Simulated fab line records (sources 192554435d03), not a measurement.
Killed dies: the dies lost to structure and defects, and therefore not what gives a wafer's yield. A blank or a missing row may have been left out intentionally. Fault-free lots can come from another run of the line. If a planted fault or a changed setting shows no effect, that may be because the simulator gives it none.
The tool behind it: which one? -- flow n5 finfet -- 24 lots, 72 wafers sampled, at 5 steps of a route of 1938

## WHAT THE GAUGES SHOWED, per wafer
N5_BEOL_M12_THK_MEAS_50: measures by xrf.
lot,measured,on,M12_THK (nm)
L074,day 10 07:40,film metro-02,317 315 310
L075,day 10 18:25,film metro-02,318 317 307
L078,day 11 08:00,film metro-01,324 323 323
L077,day 11 09:02,film metro-02,320 313 318
L076,day 11 09:53,film metro-02,314 311 315
L079,day 11 14:04,film metro-01,329 325 326
L080,day 11 21:53,film metro-01,324 314 316
L081,day 12 05:34,film metro-02,325 320 328
L083,day 12 06:23,film metro-01,320 321 324
L082,day 12 13:44,film metro-01,321 321 319
L084,day 12 18:52,film metro-02,311 314 318
L085,day 13 13:24,film metro-01,324 324 322
L087,day 13 22:05,film metro-01,320 317 321
L088,day 14 04:04,film metro-02,322 322 323
L089,day 14 06:20,film metro-02,326 314 317
L086,day 14 07:13,film metro-01,312 314 312
L090,day 15 00:58,film metro-01,325 315 313
L091,day 15 10:42,film metro-01,320 318 317
L093,day 15 14:47,film metro-02,319 315 320
L092,day 15 16:50,film metro-01,318 323 310
L095,day 15 20:33,film metro-01,316 317 323
L094,day 15 22:50,film metro-02,318 310 311
L096,day 16 06:12,film metro-01,311 317 314
L097,day 16 12:37,film metro-02,307 317 310

N5_BEOL_M12_INSPECT_55: inspects for defects (darkfield).
lot,measured,on,raw defect count
L074,day 10 07:49,defect inspect-01,80 76 68
L075,day 10 18:34,defect inspect-02,69 101 78
L078,day 11 08:09,defect inspect-01,115 64 101
L077,day 11 09:11,defect inspect-01,96 46 76
L076,day 11 10:02,defect inspect-01,43 87 56
L079,day 11 14:14,defect inspect-01,79 87 43
L080,day 11 22:02,defect inspect-01,91 97 103
L081,day 12 05:43,defect inspect-02,56 55 44
L083,day 12 06:32,defect inspect-02,95 88 90
L082,day 12 13:53,defect inspect-02,92 90 105
L084,day 12 19:02,defect inspect-01,37 51 37
L085,day 13 13:33,defect inspect-01,69 55 67
L087,day 13 22:14,defect inspect-02,70 48 73
L088,day 14 04:13,defect inspect-01,42 52 52
L089,day 14 06:29,defect inspect-02,38 37 44
L086,day 14 07:22,defect inspect-01,53 60 50
L090,day 15 01:07,defect inspect-01,89 79 54
L091,day 15 10:51,defect inspect-02,73 115 77
L093,day 15 14:56,defect inspect-01,80 48 58
L092,day 15 16:59,defect inspect-01,72 63 61
L095,day 15 20:42,defect inspect-01,53 34 75
L094,day 15 22:59,defect inspect-02,56 80 80
L096,day 16 06:21,defect inspect-02,106 72 43
L097,day 16 12:46,defect inspect-02,53 66 43

N5_BEOL_M13_CD_MEAS_28 targets a cd of 209.5 nm.
lot,measured,on,cd nm (nm)
L074,day 10 09:25,cd sem-01,212.5 210.6 208.8
L075,day 10 20:16,cd sem-01,210.1 211.4 211.5
L078,day 11 09:35,cd sem-01,207.9 209.1 208.8
L077,day 11 10:38,cd sem-01,208.2 211.5 209.8
L076,day 11 11:29,cd sem-01,209.4 208.5 210.0
L079,day 11 15:40,cd sem-02,210.4 209.8 211.6
L080,day 11 23:36,cd sem-01,209.0 208.7 208.6
L081,day 12 07:10,cd sem-01,207.2 209.1 210.3
L083,day 12 07:58,cd sem-02,209.4 209.9 207.4
L082,day 12 15:30,cd sem-02,209.8 209.4 209.8
L084,day 12 20:44,cd sem-01,209.1 209.1 209.8
L085,day 13 15:29,cd sem-03,209.6 209.4 208.8
L087,day 13 23:48,cd sem-02,208.4 208.5 209.8
L088,day 14 05:47,cd sem-02,208.7 210.9 211.6
L089,day 14 08:02,cd sem-01,208.2 209.7 208.2
L086,day 14 09:18,cd sem-03,211.1 210.6 210.9
L090,day 15 03:21,cd sem-01,208.5 210.1 209.4
L091,day 15 12:25,cd sem-02,208.6 208.1 209.8
L093,day 15 16:23,cd sem-02,208.7 207.7 208.0
L092,day 15 18:32,cd sem-01,210.0 209.1 209.2
L095,day 15 22:09,cd sem-01,208.8 207.1 208.3
L094,day 16 00:25,cd sem-01,208.1 207.1 207.3
L096,day 16 07:55,cd sem-03,209.9 210.2 208.0
L097,day 16 14:13,cd sem-01,211.9 211.7 210.6

N5_BEOL_M13_OVL_MEAS_29.
lot,measured,on,M13_OVL (nm)
L074,day 10 09:27,overlay-01,-3 -8 -1
L075,day 10 20:17,overlay-02,4 2 5
L078,day 11 09:37,overlay-01,1 -3 -1
L077,day 11 10:40,overlay-01,-3 5 5
L076,day 11 11:31,overlay-02,0 -1 -5
L079,day 11 15:43,overlay-02,1 11 -4
L080,day 11 23:38,overlay-01,-2 -7 -1
L081,day 12 07:11,overlay-01,6 2 0
L083,day 12 08:00,overlay-02,8 3 8
L082,day 12 15:32,overlay-01,0 5 2
L084,day 12 20:46,overlay-02,2 -3 0
L085,day 13 15:31,overlay-01,0 -3 -1
L087,day 13 23:50,overlay-01,3 0 0
L088,day 14 05:49,overlay-01,-3 2 1
L089,day 14 08:04,overlay-01,3 12 2
L086,day 14 09:20,overlay-02,5 0 3
L090,day 15 03:23,overlay-02,5 12 10
L091,day 15 12:26,overlay-01,2 -4 -1
L093,day 15 16:25,overlay-01,4 1 3
L092,day 15 18:34,overlay-01,-5 2 -2
L095,day 15 22:11,overlay-02,11 11 4
L094,day 16 00:27,overlay-01,4 4 -1
L096,day 16 07:56,overlay-02,-10 6 -8
L097,day 16 14:14,overlay-02,3 6 -4

## WHICH TOOL RAN EACH LOT (tool, then ch and the chambers of the sampled wafers, then the start)
lot,N5_BEOL_M12_SPUTTER_44
L074,"pvd sputter-03, day 10 06:44"
L075,"pvd sputter-03, day 10 17:01"
L078,"pvd sputter-01, day 11 07:04"
L077,"pvd sputter-03, day 11 08:07"
L076,"pvd sputter-02, day 11 08:58"
L079,"pvd sputter-03, day 11 13:08"
L080,"pvd sputter-03, day 11 20:58"
L081,"pvd sputter-01, day 12 04:38"
L083,"pvd sputter-03, day 12 05:12"
L082,"pvd sputter-03, day 12 12:48"
L084,"pvd sputter-02, day 12 17:49"
L085,"pvd sputter-03, day 13 12:28"
L087,"pvd sputter-03, day 13 21:08"
L088,"pvd sputter-03, day 14 03:08"
L089,"pvd sputter-03, day 14 05:24"
L086,"pvd sputter-01, day 14 06:08"
L090,"pvd sputter-02, day 15 00:02"
L091,"pvd sputter-01, day 15 09:46"
L093,"pvd sputter-02, day 15 13:52"
L092,"pvd sputter-03, day 15 15:53"
L095,"pvd sputter-01, day 15 19:37"
L094,"pvd sputter-01, day 15 21:54"
L096,"pvd sputter-02, day 16 05:16"
L097,"pvd sputter-02, day 16 11:41"
- N5_BEOL_M12_SPUTTER_44: material Ta, target thk 10 nm, time 16.13 s.

## AS READ BY THE TOOLS THEMSELVES (means over the sampled wafers that have a number; for cases with no such wafer, the mark the record gives instead)
N5_BEOL_M12_SPUTTER_44.
lot,tool,substrate temp c (C),throttle valve pct (%)
L074,pvd sputter-03,49.95,30.3
L075,pvd sputter-03,49.90,30.0
L078,pvd sputter-01,49.89,30.1
L077,pvd sputter-03,49.91,30.3
L076,pvd sputter-02,49.99,30.6
L079,pvd sputter-03,50.08,30.4
L080,pvd sputter-03,50.07,30.1
L081,pvd sputter-01,49.88,29.8
L083,pvd sputter-03,49.96,30.3
L082,pvd sputter-03,49.96,30.0
L084,pvd sputter-02,50.02,30.2
L085,pvd sputter-03,50.10,29.8
L087,pvd sputter-03,49.96,30.0
L088,pvd sputter-03,50.06,29.8
L089,pvd sputter-03,50.04,30.1
L086,pvd sputter-01,49.92,29.8
L090,pvd sputter-02,49.90,29.3
L091,pvd sputter-01,50.05,30.2
L093,pvd sputter-02,50.01,30.4
L092,pvd sputter-03,49.92,30.2
L095,pvd sputter-01,49.87,30.1
L094,pvd sputter-01,50.01,30.2
L096,pvd sputter-02,49.99,29.9
L097,pvd sputter-02,49.93,30.9

## THE ANSWER, worked out from the rows above alone
Rule: the lots themselves supply what counts as usual. The widest of any qualifying gaps counts: lots, ordered by their means at a reading, are off when they make up no more than a third of the lots, leave a main group of 4 or more, and stand apart from it by 3 or more times the standard deviation of that group's means. A main group is skipped when, at the precision printed for the reading in the tables above, its means are all equal. Also off: a lot with no number at a reading for which 4 or more lots have one. The other lots that the step has rows for count as sound. The gauges are gone through in route order, then the tools' own readings, and for those a lot's mean is taken as printed above. At the first step where some lot is off, the reading lying furthest off is the one used; lots without a number count as furthest.
No lot is off at any reading shown: from this, nothing can be told.

## WHAT WAS PUT IN BY THE SIMULATOR
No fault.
